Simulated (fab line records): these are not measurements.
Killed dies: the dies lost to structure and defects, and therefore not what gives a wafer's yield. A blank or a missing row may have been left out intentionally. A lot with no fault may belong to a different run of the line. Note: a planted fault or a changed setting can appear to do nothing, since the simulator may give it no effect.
fab line records    flow nand-harc    part 1 of 2: steps 1 to 4 of 6
[record] lots = 24  wafers = 72  last-day = 33
route steps=1302 shown A_SGD_CUT@901 A_WL_FILL@954 A_CONTACT@998
lots that met no fault: from a run of the same line without faults
start-h: hours from the record's first day to the start of the lot's first wafer shown    wait-h: hours from the lot's prior step to this one    " identical to the entry in the row above    L1.1+2: one row covering several wafers at once    - no value, or no start was given    * or withheld: withheld    < > ~ a bound
route shown NAME@n: NAME is a module with steps in the file, n the number in the route of the first one    usual: mean/standard deviation taken from wafers without a fault    same: alike in all rows    chamber/n: place in a boat    sites: per-site readings    _std_site: how widely they spread, as a standard deviation    _edge_site: outer sites' mean less inner sites'    radius-mm: how far each site lies from the wafer's centre    mask NAME#n: copy n    behind: the last tool/chamber to shape the wafer    hold: why the lot was held/for how many hours/how that ended    device: which transistor (n, p or np) failed to switch    end of line: tests of these same wafers at the route's end    step lacking rows: just its recipe    killed: dies lost to structure and defects at the first sort, not the wafer's yield    map: a wafer's dies, marking killed ones x, the rest . and places with no die _
set.NAME: setting as actually run; set.NAME@STEP: the setting as run at that earlier step    model.NAME: the simulator's own value behind a step, which no gauge read
a sample of lots followed through the steps of the route, with each step as a table and each wafer as a row
services: the hour from which a tool's chamber was out of use, counted from the record's first day as start-h (under 0 if before that day), plus the number of hours and why
[[steps]]
[step NHARC_A_SGD_CUT_CD_MEAS_09]
[recipe] target-cd-nm = 100  landing-energy-ev = 500
[usual] cd-nm = 99.6/0.42
lot.wafer  tool       chamber  start-h  wait-h  cd-nm
L075.4     cd-sem-02  0        454.24   -       99.0
L075.5     "          0        "        "       99.6
L075.6     "          0        "        "       99.6
L076.1     cd-sem-01  0        454.53   -       99.8
L076.3     "          0        "        "       99.7
L076.4     "          0        "        "       99.5
L077.3     cd-sem-03  0        457.33   -       100.0
L077.5     "          0        "        "       100.2
L077.6     "          0        "        "       99.9
L074.1     cd-sem-03  0        459.52   -       100.3
L074.5     "          0        "        "       100.0
L074.6     "          0        "        "       99.0
L078.1     cd-sem-03  0        471.56   -       99.7
L078.4     "          0        "        "       99.6
L078.5     "          0        "        "       99.0
L079.3     cd-sem-03  0        480.54   -       99.2
L079.4     "          0        "        "       100.7
L079.6     "          0        "        "       100.1
L080.1     cd-sem-02  0        481.84   -       99.5
L080.5     "          0        "        "       99.5
L080.6     "          0        "        "       99.2
L081.1     cd-sem-03  0        503.18   -       99.2
L081.2     "          0        "        "       99.8
L081.5     "          0        "        "       99.7
L082.1     cd-sem-03  0        513.91   -       99.5
L082.3     "          0        "        "       99.7
L082.6     "          0        "        "       100.2
L083.1     cd-sem-03  0        527.35   -       99.3
L083.3     "          0        "        "       100.4
L083.4     "          0        "        "       99.6
L086.2     cd-sem-03  0        537.98   -       99.8
L086.5     "          0        "        "       99.5
L086.6     "          0        "        "       99.3
L085.3     cd-sem-01  0        538.88   -       100.3
L085.5     "          0        "        "       99.9
L085.6     "          0        "        "       99.8
L084.1     cd-sem-01  0        539.17   -       99.1
L084.2     "          0        "        "       99.9
L084.3     "          0        "        "       99.9
L087.3     cd-sem-01  0        553.75   -       99.8
L087.4     "          0        "        "       99.5
L087.5     "          0        "        "       99.4
L089.1     cd-sem-01  0        576.88   -       99.6
L089.2     "          0        "        "       99.6
L089.4     "          0        "        "       99.8
L088.2     cd-sem-03  0        577.06   -       99.5
L088.5     "          0        "        "       99.4
L088.6     "          0        "        "       99.4
L090.1     cd-sem-03  0        591.69   -       99.3
L090.2     "          0        "        "       98.8
L090.4     "          0        "        "       99.4
L091.2     cd-sem-02  0        591.85   -       100.1
L091.3     "          0        "        "       99.6
L091.4     "          0        "        "       99.3
L093.4     cd-sem-01  0        615.78   -       99.8
L093.5     "          0        "        "       100.1
L093.6     "          0        "        "       99.4
L092.1     cd-sem-02  0        618.66   -       99.4
L092.3     "          0        "        "       100.2
L092.6     "          0        "        "       99.4
L095.1     cd-sem-03  0        643.21   -       99.6
L095.3     "          0        "        "       99.5
L095.4     "          0        "        "       99.3
L094.1     cd-sem-03  0        643.58   -       99.3
L094.2     "          0        "        "       100.1
L094.4     "          0        "        "       99.6
L096.1     cd-sem-03  0        645.09   -       99.5
L096.3     "          0        "        "       99.4
L096.5     "          0        "        "       99.6
L097.3     cd-sem-02  0        662.89   -       98.9
L097.4     "          0        "        "       99.1
L097.5     "          0        "        "       99.7
[step NHARC_A_SGD_CUT_ETCH_15]
[recipe] target-depth-a = 750  time-s = 64.3  ch3f-flow-sccm = 50  o2-flow-sccm = 30  ar-flow-sccm = 200  rf-w = 500  bias-w = 100  chemistry = CH3F/O2
[usual] bias-w = 100.0/0.32  drypump-motor-current-A = 5.7/0.36  oes-product-au = 0.960/0.016  rf-vpp-V = 262.9/1.6  showerhead-plenum-p-Torr = 2.40/0.093  throttle-valve-pct = 20.664/0.008
lot.wafer  tool         chamber  start-h  wait-h  bias-w  drypump-motor-current-A  oes-product-au  rf-hours-counter-h  rf-vpp-V  showerhead-plenum-p-Torr  throttle-valve-pct
L075.4     rie-diel-03  0        -        -       100.1   5.2                      0.976           11                  261.4     2.43                      20.660
L075.5     "            0        "        "       100.0   5.2                      0.966           -                   264.7     2.43                      20.652
L075.6     "            1        "        "       100.7   5.9                      0.964           -                   261.3     2.30                      20.668
L076.4     rie-diel-09  2        -        -       100.4   5.7                      0.945           10                  265.4     2.59                      20.665
L076.3     "            0        "        "       99.9    6.3                      0.953           10                  263.7     2.47                      20.661
L076.1     "            1        "        "       100.3   5.2                      0.948           10                  261.3     2.32                      20.663
L077.3     rie-diel-13  0        -        -       99.5    5.5                      0.963           4                   261.1     2.31                      20.661
L077.6     "            2        "        "       100.6   5.2                      0.942           -                   262.3     2.41                      20.669
L077.5     "            0        "        "       99.8    5.6                      0.954           -                   261.7     2.31                      20.674
L074.1     rie-diel-09  1        -        -       100.1   5.3                      0.958           11                  263.7     2.32                      20.665
L074.6     "            3        "        "       99.8    5.5                      0.964           -                   260.1     2.28                      20.667
L074.5     "            0        "        "       100.1   6.3                      0.969           -                   263.9     2.47                      20.660
L078.1     rie-diel-13  3        -        -       99.8    5.6                      0.957           5                   263.4     2.49                      20.663
L078.4     "            1        "        "       99.6    6.3                      0.972           4                   262.1     2.35                      20.675
L078.5     "            3        "        "       99.9    5.6                      0.966           -                   265.1     2.49                      20.653
L079.3     rie-diel-03  2        -        -       100.4   5.8                      0.968           0                   264.9     2.53                      20.664
L079.4     "            2        "        "       100.3   5.8                      0.958           -                   266.1     2.53                      20.684
L079.6     "            3        "        "       100.0   5.7                      0.968           -                   262.3     2.40                      20.657
L080.1     rie-diel-13  1        -        -       100.0   6.4                      0.966           5                   261.7     2.35                      20.674
L080.6     "            3        "        "       100.3   5.6                      0.966           -                   264.8     2.49                      20.646
L080.5     "            0        "        "       99.9    5.5                      0.951           -                   263.2     2.31                      20.679
L081.1     rie-diel-03  0        -        -       99.7    5.2                      0.974           3                   262.4     2.43                      20.671
L081.2     "            2        "        "       99.3    5.8                      0.968           2                   266.0     2.53                      20.662
L081.5     "            3        "        "       99.8    5.7                      0.977           -                   263.1     2.40                      20.664
L082.3     rie-diel-09  3        -        -       100.9   5.5                      0.974           1                   261.4     2.28                      20.651
L082.1     "            0        "        "       100.2   6.3                      0.955           1                   265.3     2.47                      20.653
L082.6     "            2        "        "       100.0   5.7                      0.974           -                   266.9     2.59                      20.661
L083.4     rie-diel-03  2        -        -       99.5    5.8                      0.970           3                   264.7     2.53                      20.673
L083.3     "            3        "        "       99.9    5.8                      0.961           5                   263.4     2.40                      20.669
L083.1     "            1        "        "       99.7    5.9                      0.951           3                   262.9     2.30                      20.658
L086.2     rie-diel-09  2        -        -       100.6   5.7                      0.964           3                   265.1     2.59                      20.671
L086.5     "            0        "        "       100.8   6.3                      0.966           -                   264.1     2.47                      20.678
L086.6     "            1        "        "       100.1   5.2                      0.973           -                   261.8     2.32                      20.670
L085.3     rie-diel-03  3        -        -       100.4   5.7                      0.975           5                   262.1     2.40                      20.667
L085.6     "            0        "        "       99.5    5.2                      0.974           -                   262.3     2.43                      20.674
L085.5     "            1        "        "       99.8    5.8                      0.952           -                   260.3     2.30                      20.653
L084.1     rie-diel-13  3        -        -       100.0   5.6                      0.964           1                   264.7     2.48                      20.661
L084.2     "            0        "        "       100.6   5.6                      0.937           1                   262.2     2.31                      20.679
L084.3     "            1        "        "       100.0   6.4                      0.943           1                   262.6     2.35                      20.668
L087.4     rie-diel-13  3        -        -       100.3   5.6                      0.915           1                   264.7     2.48                      20.669
L087.3     "            1        "        "       99.9    6.4                      0.920           1                   262.4     2.35                      20.662
L087.5     "            0        "        "       99.9    5.5                      0.910           -                   262.9     2.30                      20.657
L089.1     rie-diel-03  2        -        -       100.4   5.8                      0.965           7                   264.3     2.53                      20.663
L089.4     "            3        "        "       100.1   5.7                      0.986           7                   264.0     2.40                      20.659
L089.2     "            1        "        "       100.0   5.8                      0.956           6                   261.2     2.30                      20.660
L088.2     rie-diel-13  2        -        -       100.2   5.2                      0.912           3                   261.0     2.40                      20.650
L088.6     "            0        "        "       99.9    5.5                      0.928           -                   262.1     2.30                      20.663
L088.5     "            1        "        "       100.0   6.3                      0.935           -                   262.9     2.35                      20.656
L090.4     rie-diel-09  3        -        -       100.0   5.5                      0.969           8                   261.2     2.28                      20.676
L090.2     "            0        "        "       99.9    6.3                      0.955           7                   265.0     2.47                      20.688
L090.1     "            2        "        "       99.5    5.7                      0.980           7                   265.4     2.58                      20.664
L091.2     rie-diel-13  1        -        -       100.3   6.3                      0.982           3                   260.8     2.35                      20.653
L091.4     "            3        "        "       100.0   5.6                      0.949           4                   262.9     2.48                      20.660
L091.3     "            0        "        "       100.3   5.5                      0.950           4                   261.7     2.30                      20.656
L093.4     rie-diel-13  3        -        -       99.8    5.6                      0.972           4                   262.5     2.48                      20.656
L093.6     "            3        "        "       100.1   5.6                      0.973           -                   264.4     2.48                      20.658
L093.5     "            0        "        "       99.6    5.5                      0.954           -                   262.6     2.30                      20.663
L092.1     rie-diel-03  2        -        -       100.3   5.8                      0.974           11                  263.8     2.53                      20.679
L092.3     "            0        "        "       99.8    5.2                      0.947           11                  262.2     2.43                      20.678
L092.6     "            2        "        "       100.2   5.8                      0.971           -                   262.8     2.53                      20.663
L095.4     rie-diel-13  1        -        -       100.4   6.3                      0.986           5                   262.6     2.35                      20.663
L095.3     "            2        "        "       100.8   5.2                      0.955           5                   260.5     2.40                      20.648
L095.1     "            3        "        "       100.3   5.6                      0.955           6                   264.4     2.48                      20.668
L094.2     rie-diel-09  2        -        -       99.9    5.7                      0.955           11                  265.3     2.58                      20.673
L094.1     "            3        "        "       100.1   5.5                      0.952           12                  261.7     2.27                      20.677
L094.4     "            0        "        "       100.4   6.3                      0.961           -                   262.7     2.47                      20.654
L096.1     rie-diel-03  0        -        -       99.8    5.2                      0.980           0                   262.5     2.43                      20.670
L096.3     "            1        "        "       100.3   5.9                      0.968           0                   260.6     2.30                      20.657
L096.5     "            1        "        "       100.4   5.8                      0.968           -                   262.0     2.30                      20.664
L097.4     rie-diel-09  3        -        -       100.1   5.5                      0.978           15                  262.2     2.27                      20.659
L097.3     "            2        "        "       99.4    5.7                      0.969           13                  265.3     2.58                      20.656
L097.5     "            3        "        "       100.1   5.5                      0.976           -                   261.7     2.27                      20.651
[step NHARC_A_SGD_CUT_ETCHBACK_24]
[recipe] target-depth-a = 500  over-etch-frac = 0.3  time-s = 92.857  ion-energy-ev = 120  ch3f-flow-sccm = 50  o2-flow-sccm = 30  ar-flow-sccm = 200  rf-w = 500  bias-w = 100  chemistry = CH3F/O2
[usual] bias-w = 100.00/0.28  drypump-motor-current-A = 5.6/0.36  oes-product-au = 0.97/0.036  rf-vpp-V = 243.5/1.5  showerhead-plenum-p-Torr = 2.41/0.093  throttle-valve-pct = 20.663/0.0097
lot.wafer  tool         chamber  start-h  wait-h  bias-w  drypump-motor-current-A  oes-product-au  rf-hours-counter-h  rf-vpp-V  showerhead-plenum-p-Torr  throttle-valve-pct
L076.3     rie-diel-09  0        461.21   0.1     99.86   6.3                      0.91            11                  244.5     2.47                      20.668
L076.4     "            1        "        "       99.36   5.2                      0.92            12                  242.3     2.32                      20.658
L076.1     "            2        "        "       99.98   5.7                      0.92            11                  245.5     2.59                      20.660
L075.6     rie-diel-13  3        461.26   0.2     100.50  5.6                      1.00            -                   244.9     2.49                      20.666
L075.5     "            0        "        "       100.21  5.5                      1.00            -                   242.3     2.31                      20.672
L075.4     "            2        "        "       100.44  5.2                      0.99            -                   242.3     2.41                      20.671
L077.3     rie-diel-09  0        461.33   0.2     100.00  6.3                      0.99            11                  244.5     2.47                      20.677
L077.6     "            1        "        "       100.08  5.3                      1.00            -                   244.3     2.32                      20.671
L077.5     "            2        "        "       99.91   5.7                      1.00            -                   247.4     2.59                      20.662
L074.1     rie-diel-03  0        468.57   0.2     99.88   5.2                      1.01            0                   244.1     2.43                      20.665
L074.5     "            1        "        "       99.88   5.9                      0.99            -                   242.1     2.30                      20.650
L074.6     "            0        "        "       100.48  5.2                      1.00            -                   245.1     2.43                      20.661
L078.4     rie-diel-13  0        478.40   0.2     99.60   5.5                      0.92            5                   240.3     2.31                      20.646
L078.1     "            1        "        "       99.71   6.4                      0.93            5                   243.0     2.35                      20.658
L078.5     "            2        "        "       99.47   5.2                      0.92            -                   244.3     2.40                      20.656
L079.3     rie-diel-13  1        491.21   0.2     100.42  6.3                      1.00            5                   243.9     2.35                      20.666
L079.4     "            2        "        "       100.19  5.2                      0.99            6                   243.9     2.40                      20.655
L079.6     "            1        "        "       99.96   6.3                      1.01            -                   243.5     2.35                      20.670
L080.1     rie-diel-03  3        491.22   0.2     100.17  5.7                      1.00            3                   243.8     2.40                      20.667
L080.5     "            2        "        "       100.33  5.8                      1.01            -                   244.9     2.53                      20.646
L080.6     "            3        "        "       100.11  5.7                      0.99            -                   242.7     2.40                      20.660
L081.1     rie-diel-09  2        509.74   0.2     100.14  5.7                      1.00            0                   245.9     2.59                      20.638
L081.2     "            1        "        "       100.19  5.2                      1.00            0                   242.0     2.32                      20.658
L081.5     "            2        "        "       100.03  5.7                      1.01            -                   245.8     2.59                      20.668
L082.1     rie-diel-03  2        520.34   0.1     100.10  5.8                      0.95            3                   246.1     2.53                      20.661
L082.3     "            0        "        "       99.40   5.2                      0.95            5                   242.6     2.43                      20.675
L082.6     "            2        "        "       100.14  5.8                      0.95            -                   244.9     2.53                      20.673
L083.4     rie-diel-13  2        533.79   0.1     99.71   5.2                      1.00            0                   242.7     2.40                      20.678
L083.3     "            0        "        "       99.89   5.5                      0.98            0                   242.0     2.31                      20.660
L083.1     "            1        "        "       100.28  6.3                      1.00            0                   241.8     2.35                      20.683
L084.3     rie-diel-09  1        544.77   0.2     100.17  5.2                      0.99            3                   241.8     2.32                      20.656
L084.1     "            2        "        "       100.03  5.7                      1.00            3                   246.6     2.59                      20.660
L084.2     "            3        "        "       99.61   5.5                      1.01            3                   243.6     2.28                      20.659
L085.3     rie-diel-03  0        544.77   0.1     100.06  5.2                      0.92            6                   243.4     2.43                      20.670
L085.6     "            3        "        "       100.11  5.7                      0.93            -                   243.2     2.40                      20.657
L085.5     "            0        "        "       100.33  5.2                      0.91            -                   244.2     2.43                      20.657
L086.2     rie-diel-13  3        544.82   0.2     99.69   5.6                      1.01            1                   245.3     2.48                      20.647
L086.5     "            3        "        "       99.43   5.6                      1.00            -                   245.2     2.48                      20.667
L086.6     "            0        "        "       99.69   5.5                      0.99            -                   243.1     2.31                      20.660
L087.3     rie-diel-13  2        560.81   0.1     99.86   5.2                      0.92            2                   243.5     2.40                      20.674
L087.4     "            1        "        "       99.81   6.4                      0.93            2                   242.2     2.35                      20.653
L087.5     "            3        "        "       100.08  5.6                      0.92            -                   245.6     2.48                      20.656
L089.1     rie-diel-09  0        583.47   0.1     100.24  6.3                      0.99            7                   244.5     2.47                      20.657
L089.4     "            2        "        "       100.20  5.7                      0.99            6                   247.1     2.58                      20.660
L089.2     "            3        "        "       100.23  5.5                      1.00            7                   241.3     2.28                      20.664
L088.2     rie-diel-13  0        583.51   0.2     100.11  5.5                      0.91            3                   241.7     2.30                      20.641
L088.6     "            1        "        "       99.94   6.3                      0.93            -                   244.4     2.35                      20.672
L088.5     "            2        "        "       99.84   5.2                      0.91            -                   243.7     2.40                      20.659
L091.3     rie-diel-03  2        598.49   0.1     100.06  5.8                      1.00            9                   245.1     2.53                      20.653
L091.4     "            3        "        "       99.70   5.7                      0.99            9                   242.4     2.40                      20.659
L091.2     "            0        "        "       100.24  5.2                      0.99            9                   243.8     2.43                      20.680
L090.1     rie-diel-09  3        598.49   0.1     100.34  5.5                      0.93            8                   241.7     2.28                      20.662
L090.2     "            0        "        "       100.18  6.3                      0.93            7                   245.0     2.47                      20.666
L090.4     "            2        "        "       99.69   5.7                      0.92            7                   245.3     2.58                      20.665
L092.3     rie-diel-03  3        622.46   0.1     100.03  5.7                      0.98            11                  243.6     2.40                      20.662
L092.1     "            1        "        "       100.13  5.9                      0.97            9                   241.4     2.30                      20.685
L092.6     "            3        "        "       99.98   5.7                      0.96            -                   244.1     2.40                      20.672
L093.4     rie-diel-09  2        622.47   0.2     100.29  5.7                      1.00            8                   247.0     2.58                      20.653
L093.5     "            1        "        "       100.14  5.2                      0.98            -                   242.1     2.32                      20.658
L093.6     "            2        "        "       100.34  5.7                      1.00            -                   244.9     2.58                      20.659
L095.3     rie-diel-13  1        649.78   0.1     99.81   6.4                      0.94            6                   243.3     2.35                      20.666
L095.4     "            3        "        "       99.83   5.6                      0.93            6                   244.5     2.48                      20.666
L095.1     "            0        "        "       99.65   5.5                      0.92            6                   241.5     2.30                      20.651
L096.1     rie-diel-03  1        649.83   0.1     100.00  5.8                      0.95            0                   242.5     2.30                      20.650
L096.3     "            3        "        "       100.10  5.7                      0.95            0                   242.9     2.40                      20.667
L096.5     "            1        "        "       99.84   5.9                      0.95            -                   242.3     2.30                      20.668
L094.2     rie-diel-03  3        649.94   0.2     100.01  5.7                      1.00            1                   244.5     2.40                      20.659
L094.4     "            0        "        "       99.70   5.2                      0.98            0                   242.8     2.43                      20.653
L094.1     "            1        "        "       99.94   5.9                      1.00            0                   240.8     2.30                      20.652
L097.3     rie-diel-09  3        672.21   0.2     100.03  5.5                      0.93            15                  243.4     2.27                      20.656
L097.4     "            0        "        "       99.93   6.3                      0.93            14                  242.8     2.47                      20.663
L097.5     "            2        "        "       99.66   5.7                      0.93            -                   246.5     2.58                      20.668
[step NHARC_A_WL_FILL_ALD_02]
[recipe] target-thk-a = 20  pulse-time-s = 3  ald-cycles = 100  temp-c = 450  material = TiN
[usual] heater-power-w = 1127/130  precursor-pulse-height-rel = 0.999/0.018
[same] ald-cycles = 100
lot.wafer  tool          chamber  start-h  wait-h  heater-power-w  precursor-pulse-height-rel
L076.1     ald-metal-03  1        482.52   0.2     1015            0.996
L076.3     "             3        "        "       1041            0.993
L076.4     "             0        "        "       974             1.020
L075.4     ald-metal-01  0        482.75   0.1     1209            0.993
L075.6     "             3        "        "       1320            0.989
L075.5     "             0        "        "       1206            1.002
L077.3     ald-metal-02  3        486.35   0.2     1220            1.007
L077.5     "             1        "        "       906             1.000
L077.6     "             2        "        "       1246            0.999
L074.1     ald-metal-02  0        492.57   0.2     1081            0.962
L074.6     "             3        "        "       1183            0.975
L074.5     "             0        "        "       1074            1.003
L078.4     ald-metal-03  1        499.07   0.1     1024            0.981
L078.1     "             0        "        "       959             0.983
L078.5     "             2        "        "       1179            1.009
L079.3     ald-metal-02  0        509.93   0.1     1073            1.023
L079.4     "             2        "        "       1236            0.983
L079.6     "             1        "        "       902             0.986
L080.1     ald-metal-01  2        512.04   0.2     1187            0.984
L080.5     "             2        "        "       1195            1.012
L080.6     "             3        "        "       1305            1.029
L081.2     ald-metal-02  2        528.68   0.2     1217            1.001
L081.1     "             3        "        "       1219            0.971
L081.5     "             1        "        "       909             0.984
L082.1     ald-metal-02  1        539.29   0.2     884             0.997
L082.3     "             3        "        "       1213            1.010
L082.6     "             1        "        "       902             1.004
L083.3     ald-metal-02  2        552.79   0.1     1227            0.997
L083.4     "             3        "        "       1216            1.011
L083.1     "             1        "        "       910             0.990
L084.2     ald-metal-03  0        563.53   0.2     962             1.000
L084.1     "             1        "        "       1024            1.029
L084.3     "             2        "        "       1171            1.019
L086.2     ald-metal-01  2        565.47   0.2     1170            0.981
L086.5     "             1        "        "       1059            1.000
L086.6     "             2        "        "       1193            0.974
L085.3     ald-metal-02  2        568.20   0.1     1258            1.001
L085.6     "             2        "        "       1226            0.983
L085.5     "             3        "        "       1242            0.997
L087.4     ald-metal-01  2        581.59   0.1     1189            1.015
L087.3     "             3        "        "       1322            0.998
L087.5     "             2        "        "       1200            1.026
L089.1     ald-metal-01  0        605.49   0.2     1221            0.977
L089.2     "             1        "        "       1076            1.011
L089.4     "             0        "        "       1191            0.988
L088.2     ald-metal-03  2        605.53   0.2     1119            0.967
L088.5     "             1        "        "       1038            1.002
L088.6     "             2        "        "       1100            0.995
L091.3     ald-metal-01  0        620.56   0.2     1235            0.987
L091.2     "             1        "        "       1089            0.998
L091.4     "             3        "        "       1369            1.045
L090.1     ald-metal-03  3        621.13   0.2     1066            0.970
L090.2     "             1        "        "       992             0.983
L090.4     "             2        "        "       1118            1.035
L092.3     ald-metal-03  1        641.10   0.1     1033            0.994
L092.1     "             2        "        "       1101            0.997
L092.6     "             1        "        "       1036            0.992
L093.4     ald-metal-01  3        641.11   0.1     1348            1.029
L093.5     "             3        "        "       1354            1.001
L093.6     "             0        "        "       1212            1.022
L096.1     ald-metal-02  0        669.69   0.2     1082            1.010
L096.3     "             2        "        "       1217            0.993
L096.5     "             0        "        "       1083            0.975
L095.1     ald-metal-01  0        669.74   0.2     1235            1.009
L095.3     "             1        "        "       1087            0.983
L095.4     "             2        "        "       1181            1.031
L094.1     ald-metal-03  3        674.08   0.2     1086            1.022
L094.2     "             1        "        "       1021            1.010
L094.4     "             2        "        "       1127            1.031
L097.4     ald-metal-01  2        695.84   0.1     1209            0.988
L097.3     "             3        "        "       1355            1.006
L097.5     "             1        "        "       1073            0.983
